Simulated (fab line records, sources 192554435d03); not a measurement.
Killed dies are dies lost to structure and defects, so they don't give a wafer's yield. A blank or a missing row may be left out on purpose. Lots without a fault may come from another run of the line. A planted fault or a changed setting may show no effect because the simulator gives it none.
fab line records | flow n5_finfet
record lots=6 wafers=18 last_day=17
route steps=1938 shown FIN_SAQP@126 BEOL_M4@1111
lots that met no fault: from a run of the same line without faults
start_h: hours from the record's first day to the start of the lot's first wafer shown | wait_h: hours since the lot's step before | " the same as in the row above | L1.1+2: a row that stands for several wafers | - no value, or no start given | * or withheld: withheld | < > ~ a bound
route shown NAME@n: a module of which the file shows steps, and the number in the route of the first | usual: mean/standard deviation of fault-free wafers | same: alike in all rows | chamber/n: place in a boat | sites: the reading at each site | _std_site: their standard deviation | _edge_site: outer sites' mean less inner sites' | radius_mm: how far each site lies from the wafer's centre | mask NAME#n: copy n | behind: the tool/chamber that last shaped the wafer | hold: why the lot was held/for how many hours/how that ended | device: the transistor (n, p or np) that didn't switch | end of line: the same wafers' tests at the end of the route | a step without rows: its recipe alone | killed: dies lost to structure and defects at the first sort, not the wafer's yield | map: a wafer's dies, x killed, . not, _ none there
set.NAME: the setting as run; set.NAME@STEP: as run at that earlier step | model.NAME: the simulator's own value behind a step, which no gauge read
lots at some steps of the route; a table a step, a row a wafer
services: from which hour (start_h, from the record's first day; less than 0 if before it) a tool's chamber was out of use, for how many hours, and why
## steps
# step N5_FIN_SAQP_SPACER1_ETCHBACK_25
# recipe chemistry=CHF3/O2 mode=anisotropic_etchback target=SiO2 target_depth_a=244 time_s=12.2 pressure_mtorr=30 source_w=650 bias_w=170 Ar_flow_sccm=200 CHF3_flow_sccm=50 O2_flow_sccm=5 ion_energy_ev=200
# usual drypump_motor_current_A=5.8/0.47 oes_product_au=0.78/0.077 rf_vpp_V=522/4.1 showerhead_plenum_p_Torr=2.44/0.083 throttle_valve_pct=18.96/0.21
# columns lot.wafer tool chamber start_h wait_h drypump_motor_current_A oes_product_au rf_hours_counter_h rf_vpp_V showerhead_plenum_p_Torr throttle_valve_pct
L594.1 rie_diel-06 0 25.13 0.7 5.7 0.69 229 525 2.37 19.00
L594.5 " 3 " " 6.4 0.82 - 522 2.44 19.08
L594.6 " 2 " " 5.4 0.78 - 521 2.51 19.17
L602.2 rie_diel-02 2 71.54 0.4 6.1 0.83 69 526 2.55 18.71
L602.4 " 1 " " 6.5 0.73 180 517 2.49 18.90
L602.6 " 1 " " 6.5 0.73 - 519 2.49 18.89
L605.1 rie_diel-01 0 90.17 0.4 5.6 0.77 143 517 2.33 19.11
L605.3 " 3 " " 6.2 0.81 98 529 2.52 18.81
L605.4 " 2 " " 5.1 0.72 205 519 2.48 19.22
L608.1 rie_diel-06 1 107.39 0.4 5.0 0.67 253 518 2.37 19.11
L608.4 " 3 " " 6.4 0.79 - 522 2.42 19.12
L608.6 " 2 " " 5.4 0.78 - 523 2.50 19.22
L615.4 rie_diel-02 1 150.23 0.4 6.5 0.72 211 518 2.48 18.95
L615.5 " 2 " " 6.1 0.79 - 524 2.53 18.75
L615.6 " 1 " " 6.5 0.72 - 521 2.48 18.96
L616.2 rie_diel-02 2 156.13 0.5 6.1 0.79 102 528 2.53 18.76
L616.5 " 0 " " 5.5 0.68 - 515 2.28 18.93
L616.6 " 1 " " 6.5 0.70 - 518 2.48 18.96
# step N5_FIN_SAQP_MANDREL1_REMOVE_56
# recipe chemistry=HBr/Cl2/O2 bt_time_s=10 target=a-Si stop_on=SiNx endpoint=OES-SiCl over_etch_frac=1 icp_w=600 bias_w=22 HBr_flow_sccm=150 Cl2_flow_sccm=80 O2_flow_sccm=5 pressure_mtorr=10
# step N5_FIN_SAQP_CD_MEAS_27
# recipe target_cd_nm=20 landing_energy_ev=1000 detector=se_inlens polarity=line
# usual cd_nm=20.30/0.24
# columns lot.wafer tool chamber start_h wait_h cd_nm
L594.1 cd_sem-02 0 25.33 0.1 19.96
L594.5 " 0 " " 20.15
L594.6 " 0 " " 19.91
L602.2 cd_sem-03 0 71.75 0.1 20.71
L602.4 " 0 " " 20.13
L602.6 " 0 " " 20.07
L605.1 cd_sem-01 0 90.37 0.1 20.31
L605.3 " 0 " " 20.53
L605.4 " 0 " " 20.24
L608.1 cd_sem-01 0 107.59 0.1 20.58
L608.4 " 0 " " 20.23
L608.6 " 0 " " 20.47
L615.4 cd_sem-01 0 150.44 0.1 20.12
L615.5 " 0 " " 20.65
L615.6 " 0 " " 20.06
L616.2 cd_sem-02 0 156.33 0.1 20.65
L616.5 " 0 " " 20.37
L616.6 " 0 " " 20.00
# step N5_FIN_SAQP_ETCH_57
# recipe chemistry=CH3F/O2 target=SiNx mask_material=SiO2 target_depth_a=325 time_s=46.4 pressure_mtorr=30 source_w=395 bias_w=73 Ar_flow_sccm=150 CH3F_flow_sccm=30 O2_flow_sccm=20 ion_energy_ev=120 ends=cleared
# usual drypump_motor_current_A=5.7/0.48 etch_rf_on_time_s=46.2/0.77 oes_product_au=0.66/0.064 rf_vpp_V=296.3/2.5 showerhead_plenum_p_Torr=2.02/0.074 throttle_valve_pct=16.39/0.21
# columns lot.wafer tool chamber start_h wait_h drypump_motor_current_A etch_rf_on_time_s oes_product_au rf_hours_counter_h rf_vpp_V showerhead_plenum_p_Torr throttle_valve_pct
L594.1 rie_diel-06 3 25.59 0.3 6.4 44.4 0.71 77 296.2 2.02 16.45
L594.5 " 2 " " 5.4 45.5 0.68 - 297.4 2.09 16.58
L594.6 " 1 " " 5.0 46.2 0.59 - 295.3 1.98 16.50
L602.2 rie_diel-01 2 71.92 0.2 5.0 47.0 0.61 199 295.0 2.07 16.65
L602.4 " 1 " " 5.6 45.7 0.80 11 300.5 2.13 16.03
L602.6 " 3 " " 6.2 46.8 0.70 - 298.9 2.10 16.24
L605.1 rie_diel-06 2 90.42 0.0 5.4 45.4 0.65 143 296.2 2.08 16.63
L605.3 " 1 " " 5.0 47.2 0.57 244 294.1 1.97 16.54
L605.4 " 1 " " 5.0 47.7 0.58 - 295.0 1.97 16.54
L608.1 rie_diel-06 1 107.64 0.0 5.0 46.4 0.57 253 294.3 1.97 16.56
L608.4 " 3 " " 6.4 46.1 0.68 - 295.9 2.01 16.55
L608.6 " 1 " " 5.0 47.3 0.57 - 292.5 1.97 16.57
L615.4 rie_diel-01 3 150.50 0.1 6.2 46.6 0.67 118 300.3 2.09 16.27
L615.5 " 2 " " 5.0 46.5 0.60 - 293.5 2.06 16.71
L615.6 " 1 " " 5.6 46.3 0.74 - 302.1 2.12 16.06
L616.2 rie_diel-02 2 156.49 0.2 6.1 45.1 0.68 102 296.9 2.11 16.18
L616.5 " 0 " " 5.5 46.2 0.59 - 292.0 1.89 16.39
L616.6 " 3 " " 5.8 46.2 0.65 - 298.8 1.93 16.22
# step N5_FIN_SAQP_ETCH_65
# recipe chemistry=CF4 target=SiO2 target_depth_a=40 ion_energy_ev=350 time_s=4.4 pressure_mtorr=10 icp_w=800 bias_w=400 cf4_flow_sccm=80
# step N5_FIN_SAQP_MANDREL_ETCH_58
# recipe chemistry=HBr/Cl2 target=a-Si target_depth_a=450 bt_time_s=10 stop_on=SiNx mask_material=SiO2 over_etch_frac=0.8 time_s=27 pressure_mtorr=10 icp_w=800 bias_w=75 HBr_flow_sccm=150 Cl2_flow_sccm=80 ends=end_point
# usual drypump_motor_current_A=5.6/0.45 oes_product_au=0.705/0.01 throttle_valve_pct=35.42/0.28
# same over_etch_frac=0.8
# columns lot.wafer tool chamber start_h wait_h drypump_motor_current_A oes_product_au rf_hours_counter_h throttle_valve_pct
L594.1 rie_si-06 1 25.73 0.0 6.4 0.718 83 35.23
L594.5 " 0 " " 4.9 0.690 - 35.21
L594.6 " 3 " " 4.8 0.695 - 35.49
L602.2 rie_si-06 2 72.06 0.0 6.3 0.698 81 35.95
L602.4 " 1 " " 6.4 0.714 84 35.21
L602.6 " 1 " " 6.4 0.709 - 35.23
L605.1 rie_si-04 0 90.56 0.0 5.4 0.712 57 35.05
L605.3 " 1 " " 5.5 0.688 0 34.93
L605.4 " 2 " " 5.5 0.699 96 35.75
L608.1 rie_si-04 1 107.78 0.0 5.5 0.701 1 34.94
L608.4 " 2 " " 5.5 0.703 96 35.74
L608.6 " 0 " " 5.4 0.726 - 35.04
L615.4 rie_si-04 1 150.64 0.0 5.6 0.690 1 34.93
L615.5 " 3 " " 6.2 0.700 - 35.55
L615.6 " 2 " " 5.5 0.695 - 35.74
L616.2 rie_si-02 0 156.63 0.0 5.3 0.702 8 35.22
L616.5 " 0 " " 5.2 0.704 - 35.23
L616.6 " 1 " " 5.6 0.713 - 35.63
# step N5_FIN_SAQP_RECESS_63
# recipe chemistry=HF/NH3 target=SiO2 target_depth_a=180 afs_cycles=3 temp_c=30 sublimation_temp_c=180 sublimation_time_s=60
# step N5_FIN_SAQP_COAT_68
# recipe resist=SOC temp_c=250 time_s=60 spin_rpm=1500 resist_thk_nm=100
# step N5_FIN_SAQP_ETCH_69
# recipe chemistry=N2/H2 target=SOC target_depth_a=1500 stop_on=SiNx ion_energy_ev=100 bias_w=61 pressure_mtorr=30 source_w=850 n2_flow_sccm=200 h2_flow_sccm=200
# step N5_FIN_SAQP_ETCH_67
# recipe chemistry=CH3F/O2 target=SiNx target_depth_a=300 mask_material=SOC pressure_mtorr=30 source_w=395 bias_w=73 Ar_flow_sccm=150 CH3F_flow_sccm=30 O2_flow_sccm=20 ion_energy_ev=120
# step N5_FIN_SAQP_STRIP_70
# recipe chemistry=N2/H2 power_w=500 temp_c=40 pressure_mtorr=50 rf_frequency_hz=6e+07 overash_fraction=0.3 bias_power_w=28 h2_frac=0.5 n2_flow_sccm=300 h2_flow_sccm=300
# step N5_FIN_SAQP_RECESS_71
# recipe chemistry=HF/NH3 target=SiO2 target_depth_a=30 afs_cycles=1 temp_c=30 sublimation_temp_c=180 sublimation_time_s=60
# usual drypump_motor_current_A=5.9/0.42
# same afs_cycles=1
# columns lot.wafer tool chamber start_h wait_h drypump_motor_current_A
L594.1 vapor_etch-01 0 26.43 0.0 5.3
L594.5 " 1 " " 6.1
L594.6 " 0 " " 5.3
L602.2 vapor_etch-01 1 72.83 0.0 6.1
L602.4 " 1 " " 6.1
L602.6 " 0 " " 5.3
L605.1 vapor_etch-02 1 91.25 0.0 6.3
L605.3 " 0 " " 6.0
L605.4 " 1 " " 6.3
L608.1 vapor_etch-01 1 108.67 0.2 6.1
L608.4 " 0 " " 5.2
L608.6 " 1 " " 6.1
L615.4 vapor_etch-01 1 151.45 0.1 6.1
L615.5 " 0 " " 5.3
L615.6 " 1 " " 6.1
L616.2 vapor_etch-02 0 157.32 0.0 6.1
L616.5 " 1 " " 6.3
L616.6 " 0 " " 6.1
# step N5_FIN_SAQP_SPACER2_ALD_28
# recipe material=SiO2 target_thk_a=81 temp_c=300 ald_precursor_family=BDEAS ald_co_reactant=O2-plasma pulse_time_s=1 purge_time_s=2 co_reactant_purge_time_s=2 pressure_torr=2
# usual heater_power_w=450/48 precursor_pulse_height_rel=0.997/0.017 susceptor_temp_C=300.00/0.18
# same co_reactant_purge_time_s=2
# columns lot.wafer tool chamber start_h wait_h heater_power_w precursor_pulse_height_rel susceptor_temp_C
L594.1 ald_sin-01 3 26.58 0.1 509 0.984 299.64
L594.5 " 0 " " 436 1.007 299.91
L594.6 " 3 " " 517 0.975 299.90
L602.2 ald_sin-03 0 72.98 0.1 381 1.001 293.94
L602.4 " 2 " " 437 0.999 299.81
L602.6 " 1 " " 361 0.977 300.18
L605.1 ald_sin-03 2 92.54 1.3 433 1.014 299.67
L605.3 " 1 " " 372 0.985 299.99
L605.4 " 0 " " 383 0.987 294.04
L608.1 ald_sin-01 1 108.81 0.1 413 1.008 300.19
L608.4 " 0 " " 440 1.029 300.33
L608.6 " 3 " " 508 1.016 300.01
L615.4 ald_sin-01 3 151.55 0.1 504 1.006 300.17
L615.5 " 3 " " 505 0.997 299.79
L615.6 " 2 " " 435 0.976 300.30
L616.2 ald_sin-03 2 157.46 0.1 438 0.977 300.04
L616.5 " 1 " " 358 0.990 300.53
L616.6 " 0 " " 393 0.975 299.72
# step N5_FIN_SAQP_SPACER2_ETCHBACK_29
# recipe chemistry=CHF3/O2 mode=anisotropic_etchback target=SiO2 target_depth_a=122 time_s=6.1 pressure_mtorr=30 source_w=650 bias_w=170 Ar_flow_sccm=200 CHF3_flow_sccm=50 O2_flow_sccm=5 ion_energy_ev=200
# usual drypump_motor_current_A=5.7/0.46 oes_product_au=0.78/0.072 rf_vpp_V=522/4.7 showerhead_plenum_p_Torr=2.43/0.091 throttle_valve_pct=18.94/0.21
# columns lot.wafer tool chamber start_h wait_h drypump_motor_current_A oes_product_au rf_hours_counter_h rf_vpp_V showerhead_plenum_p_Torr throttle_valve_pct
L594.1 rie_diel-06 3 26.95 0.2 6.4 0.82 78 522 2.44 19.07
L594.5 " 0 " " 5.7 0.70 - 525 2.37 19.01
L594.6 " 3 " " 6.4 0.82 - 522 2.44 19.07
L602.2 rie_diel-06 1 73.30 0.2 5.0 0.67 238 518 2.38 19.09
L602.4 " 2 " " 5.5 0.77 137 523 2.51 19.21
L602.6 " 2 " " 5.4 0.78 - 522 2.51 19.19
L605.1 rie_diel-02 2 92.90 0.2 6.1 0.81 76 525 2.54 18.72
L605.3 " 0 " " 5.5 0.69 226 516 2.29 18.90
L605.4 " 1 " " 6.5 0.73 187 517 2.49 18.90
L608.1 rie_diel-01 1 109.15 0.2 5.6 0.90 25 532 2.56 18.64
L608.4 " 2 " " 5.1 0.71 212 517 2.48 19.23
L608.6 " 1 " " 5.6 0.90 - 530 2.56 18.64
L615.4 rie_diel-02 0 151.88 0.2 5.5 0.68 244 516 2.28 18.93
L615.5 " 3 " " 5.9 0.76 - 527 2.33 18.75
L615.6 " 0 " " 5.5 0.69 - 516 2.28 18.93
L616.2 rie_diel-06 3 157.79 0.2 6.4 0.77 126 521 2.42 19.16
L616.5 " 2 " " 5.4 0.75 - 521 2.50 19.25
L616.6 " 3 " " 6.4 0.77 - 522 2.42 19.15
# step N5_BEOL_M4_RC_MEAS_101
# usual DIBL_N=36.5/1.4 DIBL_P=36.6/1.6 IOFF_N=0.160/0.024 IOFF_P=0.217/0.029 ION_N=674/8.7 ION_P=464/6.5 SS_N=71.6/0.47 SS_P=73.4/0.57 VT_N=250.0/2.5 VT_P=-250/3.1
# columns lot.wafer tool chamber start_h wait_h DIBL_N[mV/V] DIBL_P[mV/V] IOFF_N[nA/um] IOFF_P[nA/um] ION_N[uA/um] ION_P[uA/um] SS_N[mV/dec] SS_P[mV/dec] VT_N[mV] VT_P[mV]
L594.1 prober-02 0 167.05 0.0 36.6 36.0 0.154 0.208 679 470 70.9 72.7 249.8 -249
L594.5 " 0 " " 38.1 36.9 0.167 0.226 680 463 71.9 73.4 246.9 -248
L594.6 " 0 " " 37.9 37.5 0.169 0.227 677 468 71.9 73.3 248.0 -250
L602.2 prober-01 0 227.36 0.2 37.3 38.9 0.198 0.297 684 482 72.1 73.9 245.4 -240
L602.4 " 0 " " 36.3 37.5 0.169 0.257 682 474 71.5 74.0 248.9 -243
L602.6 " 0 " " 35.4 36.3 0.145 0.229 664 468 71.2 73.0 249.4 -243
L605.1 prober-02 0 241.98 0.0 39.1 39.7 0.188 0.223 677 455 72.1 74.6 247.6 -252
L605.3 " 0 " " 39.1 39.2 0.189 0.209 668 451 72.9 74.4 250.1 -252
L605.4 " 0 " " 41.0 41.9 0.248 0.269 686 461 72.2 74.5 243.4 -249
L608.1 prober-02 0 260.27 0.0 37.5 37.1 0.164 0.228 676 468 72.0 73.8 251.5 -248
L608.4 " 0 " " 35.9 36.0 0.144 0.210 671 462 72.1 72.0 252.7 -250
L608.6 " 0 " " 37.0 37.2 0.159 0.241 671 463 71.9 73.0 250.1 -247
L615.4 prober-01 0 286.84 0.5 35.6 35.8 0.148 0.229 680 473 71.2 73.2 249.0 -248
L615.5 " 0 " " 37.5 37.4 0.180 0.263 685 473 71.9 73.4 247.9 -243
L615.6 " 0 " " 34.8 34.1 0.131 0.214 668 469 71.3 73.2 252.6 -248
L616.2 prober-01 0 301.30 0.2 35.7 38.0 0.155 0.196 675 458 72.1 73.3 251.8 -252
L616.5 " 0 " " 35.5 38.1 0.153 0.204 680 462 71.6 73.2 251.5 -252
L616.6 " 0 " " 37.5 41.2 0.203 0.257 684 467 71.7 73.7 249.2 -248
## services
# columns tool chamber start_h hours kind
rie_diel-01 1 6.86 4.8 repair
rie_diel-01 1 22.71 - clean
rie_diel-01 1 22.71 - consumable_replace:focus_ring
rie_diel-01 1 22.71 - consumable_replace:showerhead
rie_diel-01 1 22.71 16.1 scheduled_down
rie_diel-01 - 22.98 14.6 pm
rie_si-06 - 45.21 0.7 repair
vapor_etch-01 - 51.28 2.8 pm
rie_diel-06 - 57.20 3.8 repair
rie_diel-01 1 64.71 3.8 repair
rie_diel-06 0 82.34 - clean
rie_diel-06 0 82.34 - consumable_replace:focus_ring
rie_diel-06 0 82.34 29.6 scheduled_down
rie_diel-06 0 82.34 29.6 vent_cycle
ald_sin-01 - 85.31 14.0 pm
rie_si-06 0 98.38 8.0 repair
ald_sin-01 - 99.31 2.8 pm
rie_diel-06 1 112.08 - clean
rie_diel-06 1 112.08 - consumable_replace:focus_ring
rie_diel-06 1 112.08 16.5 scheduled_down
rie_diel-06 1 112.08 16.5 vent_cycle
rie_diel-06 - 152.14 4.3 pm
rie_si-04 1 152.54 3.5 repair
ald_sin-03 - 153.63 2.8 pm
## key
first_sign step=N5_FIN_SAQP_SPACER2_ALD_28 reading=susceptor_temp_C direction=down sigmas=33 usual=* struck=*
effect none on later readings
met_at N5_FIN_SAQP_SPACER2_ALD_28
struck_wafers L602.2,L605.4
fault kind=process_parameter_drift tool=ald_sin-03 chamber=0 onset_h=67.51 steps=N5_FIN_SAQP_SPACER2_ALD_28 channel=temp_c offset=* shape=step end_h=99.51 acts_in=* stated=*
